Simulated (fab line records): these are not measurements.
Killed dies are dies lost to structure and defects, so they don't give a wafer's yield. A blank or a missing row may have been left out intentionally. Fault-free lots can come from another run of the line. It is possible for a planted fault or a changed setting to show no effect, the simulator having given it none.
Matching of chambers ; flow n5_finfet ; 4 sister chambers for N5_SD_EPI_P_ETCH_36 on rie_diel-05
The step etches SiARC in CF4, target depth 45.5 nm, time 75.8 s. 4 wafers are shown with their chamber, then 12 later ones without.

## WAFERS, EACH WITH ITS CHAMBER
wafer;chamber;showerhead_plenum_p_Torr (Torr)
L083.1;0;2.08
L086.2;2;2.18
L086.3;3;2.02
L086.4;1;2.14

## WAFERS MISSING THEIR CHAMBER
wafer;showerhead_plenum_p_Torr (Torr)
L095.1;2.07
L095.2;2.14
L095.3;2.17
L095.4;2.27
L095.5;2.14
L095.6;2.07
L097.1;2.07
L097.2;2.13
L097.3;2.27
L097.4;2.17
L097.5;2.07
L097.6;2.27

## CHAMBER TAKEN BY EACH
wafer;from the rows above;in truth
L095.1;can't be placed: 0 or 3 or 1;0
L095.2;can't be placed: 1 or 2 or 0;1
L095.3;can't be placed: 2 or 1 or 0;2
L095.4;can't be placed: 2 or 1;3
L095.5;can't be placed: 1 or 2 or 0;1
L095.6;can't be placed: 0 or 3 or 1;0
L097.1;can't be placed: 0 or 3 or 1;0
L097.2;can't be placed: 1 or 0 or 2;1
L097.3;can't be placed: 2 or 1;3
L097.4;can't be placed: 2 or 1 or 0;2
L097.5;can't be placed: 0 or 3 or 1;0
L097.6;can't be placed: 2 or 1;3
Placed correctly: 0 of 12. Unplaceable from these rows: 12, with the true chamber sitting among the candidates in 9. 0 placed wrongly.
How it was worked out, from the rows above alone: a wafer's distance from a chamber is the root of the sum, over the readings, of the square of ((its reading less the chamber's mean) divided by the reading's scatter). The wafer belongs to the nearest chamber; if the next one is less than 2 further off, it can't be placed. A chamber's mean is the mean of its shown wafers. The scatter: with one shown wafer a chamber, the root of the mean of the squares of how far each hidden wafer lies from its nearest shown one.
